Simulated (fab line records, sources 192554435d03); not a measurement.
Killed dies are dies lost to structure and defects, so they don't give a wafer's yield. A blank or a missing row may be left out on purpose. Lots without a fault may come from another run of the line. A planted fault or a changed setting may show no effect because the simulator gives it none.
A struck lot beside a sound one | flow n5_finfet | 37 steps out of a route of 1938
Sound: wafers L168.2, L168.5, L168.6. Struck: wafers L172.3, L172.5, L172.6. The cause comes at the end.
At each step with rows: each side's tool, then ch and its chambers, then its first start. Under that, the readings that differ: sound wafers | struck wafers | difference of the means | sigmas: that difference in standard deviations of wafers without a fault.
alike: readings whose means differ by less than 2 such deviations, and words and numbers that are the same on both sides. not compared: withheld readings, readings that some wafer has no value for, bounds like >300 that may hide the same value, and numbers for which the record gives no deviation and whose values overlap.
The two part at a step that has a row with sigmas, a row that says differs or no value, or rows on one side only. Numbers that don't overlap but have no deviation are shown without sigmas and don't part them. A reading that every wafer of one side lacks parts them only if that side has two wafers or more.

first, 9 steps without rows for these wafers: N5_WELL_APT_COAT_02 (resist thk 950 nm); N5_WELL_APT_EBR_04; N5_WELL_APT_SOFTBAKE_03 (time 60 s); N5_WELL_APT_EXPOSE_05 (exposes mask NWELL, defocus 0 nm, target cd 200 nm); N5_WELL_APT_PEB_06 (peb time 90 s); N5_WELL_APT_DEVELOP_07 (develop time 45 s); N5_WELL_APT_HARDBAKE_12 (time 120 s); N5_WELL_APT_DESCUM_13 (chemistry O2, time 7.9 s); N5_WELL_APT_IMPLANT_14.
N5_WELL_APT_IMPLANT_15:
  sound on implanter-02 ch 0, day 3 02:07; struck on implanter-02 ch 0, day 4 02:13
  reading            | sound                            | struck                       | difference | sigmas
  dose_ions_cm2      | 1.5014e+13 1.4993e+13 1.5004e+13 | 7.882e+12 7.89e+12 7.909e+12 | -7.110e+12 | -99 or more
  faraday_current_uA | 194 185 190                      | 99 99 102                    | -90        | -26
then, 25 steps without rows for these wafers: N5_WELL_APT_STRIP_16 (strips in SPM, time 900 s); N5_WELL_APT_HMDS_18 (time 60 s); N5_WELL_APT_COAT_19 (resist thk 950 nm); N5_WELL_APT_EBR_21; N5_WELL_APT_SOFTBAKE_20 (time 60 s); N5_WELL_APT_EXPOSE_22 (exposes mask PWELL, defocus 0 nm, target cd 200 nm); N5_WELL_APT_PEB_23 (peb time 90 s); N5_WELL_APT_DEVELOP_24 (develop time 45 s); N5_WELL_APT_HARDBAKE_29 (time 120 s); N5_WELL_APT_DESCUM_30 (chemistry O2, time 7.9 s); N5_WELL_APT_IMPLANT_31; N5_WELL_APT_IMPLANT_32; N5_WELL_APT_STRIP_33 (strips in SPM, time 900 s); N5_WELL_APT_RTA_34 (time 10 s); N5_WELL_APT_OXIDE_STRIP_42 (strips SiO2 in dHF, time 45 s, target depth 12 nm); N5_WELL_APT_PRECLEAN_36 (cleans in O3/DIW, time 45 s); N5_WELL_APT_PRECLEAN_39 (cleans in dHF, time 60 s); N5_WELL_APT_SRD_37 (time 30 s); N5_WELL_APT_EPI_41 (deposits Si from SiH4/H2, target thk 50 nm, time 297.7 s); N5_PMOS_HMC_CHANNEL_EPI_HM_DEP_34 (deposits SiO2 from TEOS/O2, target thk 36 nm, time 6.9 s); N5_PMOS_HMC_CHANNEL_EPI_COAT_31 (time 60 s, resist thk 66 nm); N5_PMOS_HMC_CHANNEL_EPI_COAT_03 (resist thk 205 nm); N5_PMOS_HMC_CHANNEL_EPI_EBR_05; N5_PMOS_HMC_CHANNEL_EPI_SOFTBAKE_04 (time 60 s); N5_PMOS_HMC_CHANNEL_EPI_EXPOSE_06 (exposes mask PMOS HMC BLK, target cd 240 nm).
-- the record jumps here: 6 days lie between the struck wafers' starts before and after (it left off in module PMOS_HMC_CHANNEL_EPI and takes up again in module BEOL_M4, whose first step shown is number 1111 of the route) --
N5_BEOL_M4_RC_MEAS_101:
  sound on prober-01 ch 0, day 9 13:05; struck on prober-01 ch 0, day 10 03:21
  reading       | sound          | struck         | difference | sigmas
  CJ_P          | 5.48 5.77 5.48 | 4.26 4.23 4.13 | -1.37      | -10
  DIBL_P (mV/V) | 37.9 40.2 39.3 | 35.0 35.7 36.7 | -3.3       | -2
  SS_N (mV/dec) | 72.4 71.8 72.2 | 70.9 70.7 71.8 | -1.0       | -2
  SS_P (mV/dec) | 73.5 74.4 74.0 | 71.8 72.7 73.4 | -1.3       | -2
  alike: DIBL_N, IOFF_N, IOFF_P, ION_N, ION_P, VT_N, VT_P
-- the record jumps here: 4 days lie between the struck wafers' starts before and after (it left off in module BEOL_M4 and takes up again in module PASSIVATION, whose first step shown is number 1936 of the route) --
N5_PASSIVATION_PROBE_49:
  the record has rows for the struck wafers here (prober-02, day 14 09:31) and none for the sound ones

WHERE THEY PART
First at N5_WELL_APT_IMPLANT_15; last, within this record, at N5_PASSIVATION_PROBE_49.

WHY: what the simulator had put in
Process parameter drift: implanter-02, from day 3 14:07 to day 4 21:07, at N5_WELL_APT_IMPLANT_15. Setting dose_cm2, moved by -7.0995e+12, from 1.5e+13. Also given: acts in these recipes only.
